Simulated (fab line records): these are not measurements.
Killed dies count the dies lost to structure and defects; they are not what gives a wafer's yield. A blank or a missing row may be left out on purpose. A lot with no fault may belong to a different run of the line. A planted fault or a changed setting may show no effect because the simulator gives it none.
Chamber matching ; flow nand_harc ; 4 sister chambers for NHARC_A_STAIRCASE_DESCUM_219 on rie_diel-13
The step chemistry O2, time 3 s. 7 wafers are shown with their chamber, then 7 later ones without.

EACH WAFER AND ITS CHAMBER
wafer;chamber;drypump_motor_current_A (A);showerhead_plenum_p_Torr (Torr)
L074.6;0;5.3;1.96
L076.1;1;5.9;2.04
L087.3;3;5.9;1.93
L087.5;1;5.9;2.03
L087.6;2;5.5;1.92
L089.1;3;6.0;1.92
L089.4;2;5.5;1.92

WAFERS WHOSE CHAMBER IS MISSING
wafer;drypump_motor_current_A (A);showerhead_plenum_p_Torr (Torr)
L089.5;5.3;1.94
L093.1;5.9;1.92
L093.5;5.9;1.92
L093.6;5.5;1.92
L097.2;5.9;1.92
L097.3;5.9;2.02
L097.6;5.9;2.02

EACH ONE'S CHAMBER
wafer;from the rows above;in truth
L089.5;0;0
L093.1;3;3
L093.5;3;3
L093.6;2;2
L097.2;3;3
L097.3;1;1
L097.6;1;1
Placed correctly: 7 of 7. From these rows, 0 cannot be placed. Number placed wrongly: 0.
How it was worked out, from the rows above alone: a wafer's distance from a chamber is the root of the sum, over the readings, of the square of ((its reading less the chamber's mean) divided by the reading's scatter). The wafer belongs to the nearest chamber; if the next one is less than 2 further off, it can't be placed. For every chamber, the mean is computed from those of its wafers that are shown. How the scatter is found: for the shown wafers, subtract from each reading the mean of its chamber, square and add these, divide the total by (wafers less chambers), then take the root.
